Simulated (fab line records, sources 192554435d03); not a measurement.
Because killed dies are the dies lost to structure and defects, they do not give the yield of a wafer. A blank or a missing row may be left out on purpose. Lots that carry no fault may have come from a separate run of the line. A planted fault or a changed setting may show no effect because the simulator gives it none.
Lot-split experiment -- flow n5 finfet -- on a route of 1938 steps: 7 lots, 21 wafers read

THE SPLIT
At N5_MOL_CONTACT_COAG_ALD_133 (deposits SiO2, target thk 5 nm, pulse time 1 s, co reactant pulse time 1 s), the setting ald cycles was moved away from the recipe's 35 on 10 of the 21 wafers read, by -14.3% to +17.1%. This setting was run at the recipe's value on the other wafers.

The split's own step is where the reading is taken.

THE READING
SiO2_of_MOL_CONTACT_COAG_ALD_133.thk nm (the simulator's own value, which no gauge read), in nm, at N5_MOL_CONTACT_COAG_ALD_133 (deposits SiO2, target thk 5 nm, pulse time 1 s, co reactant pulse time 1 s). The file gives no usual value for it.

wafer,"tool, chamber at the split",ald cycles as run,against the recipe,"SiO2_of_MOL_CONTACT_COAG_ALD_133.thk nm, nm",against lot-mates on the recipe
L074.2,"ald sin-03, 3",35,recipe,5,-
L074.3,"ald sin-03, 1,2",30,-14.3%,4.2,-0.8
L074.4,"ald sin-03, 1,2",30,-14.3%,4.2,-0.8
L076.1,"ald sin-01, 2,0",41,+17.1%,5.8,+0.8
L076.3,"ald sin-01, 2,0",41,+17.1%,5.8,+0.8
L076.6,"ald sin-01, 2",35,recipe,5,-
L082.1,"ald sin-03, 2",35,recipe,5,-
L082.4,"ald sin-03, 3",33,-5.7%,4.6,-0.4
L082.5,"ald sin-03, 3",33,-5.7%,4.6,-0.4
L086.2,"ald sin-03, 1",40,+14.3%,5.8,+0.8
L086.5,"ald sin-03, 0",35,recipe,5,-
L086.6,"ald sin-03, 1",40,+14.3%,5.6,+0.6
L094.2,"ald sin-02, 3",35,recipe,5,-
L094.3,"ald sin-02, 2,1",31,-11.4%,4.4,-0.6
L094.4,"ald sin-02, 2,1",31,-11.4%,4.4,-0.6
L095.2,"ald sin-01, 1,2,3",35,recipe,5,-
L095.4,"ald sin-01, 1,2,3",35,recipe,5,-
L095.5,"ald sin-01, 1,2,3",35,recipe,5,-
L097.1,"ald sin-03, 3,1,3",35,recipe,5,-
L097.3,"ald sin-03, 3,1,3",35,recipe,5,-
L097.6,"ald sin-03, 3,1,3",35,recipe,5,-
Where a row lists several chambers, the file gives one row for several wafers and doesn't say which wafer went through which chamber.

THE FIT
A straight line over all 21 wafers: SiO2_of_MOL_CONTACT_COAG_ALD_133.thk nm changes by +0.0512 nm for each +1% of ald cycles; r = +0.99; the points scatter about the line by 0.051 nm.
The same after taking each lot's own level away (the mean of its wafers on the recipe; 21 wafers): +0.0512 nm for each +1%; r = +0.99; scatter 0.051 nm.
Per that fit: largest ald cycles move, reading shift of 0.88 nm.
The lots' own levels span 5.00 to 5.00 nm.
Consequently the slope shifts little with the lot-to-lot level, the two slopes agreeing.
Check: for one of the wafers moved furthest among these (+17.1%), held out of the fit, the line's prediction against its lot-mates is +0.862 nm. Against them it came out at +0.8 nm.

OTHER SPLITS ON THESE WAFERS
Other splits were also applied to these wafers ahead of the reading. Each is held against what the fit with the lots' levels taken away leaves over:
other split on the same wafers,wafers away from the commonest value,r with SiO2_of_MOL_CONTACT_COAG_ALD_133.thk nm (lot level and that fit taken away)
N5_HKMG_FIN_HK_ALD_01 ald cycles,7,+0.18
N5_HKMG_FIN_COAT_43 spin rpm,6,+0.27
N5_GATE_CUT_ETCH_56 icp w,6,-0.15
N5_MOL_CONTACT_COAG_EXPOSE_05 dose mj,5,+0.27
N5_MOL_CONTACT_COAG_ETCH_105 bias w,7,-0.20

FILE'S OWN FIT
SiO2_of_MOL_CONTACT_COAG_ALD_133.thk nm changes by +0.0512 nm for each +1% of ald cycles, r = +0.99.
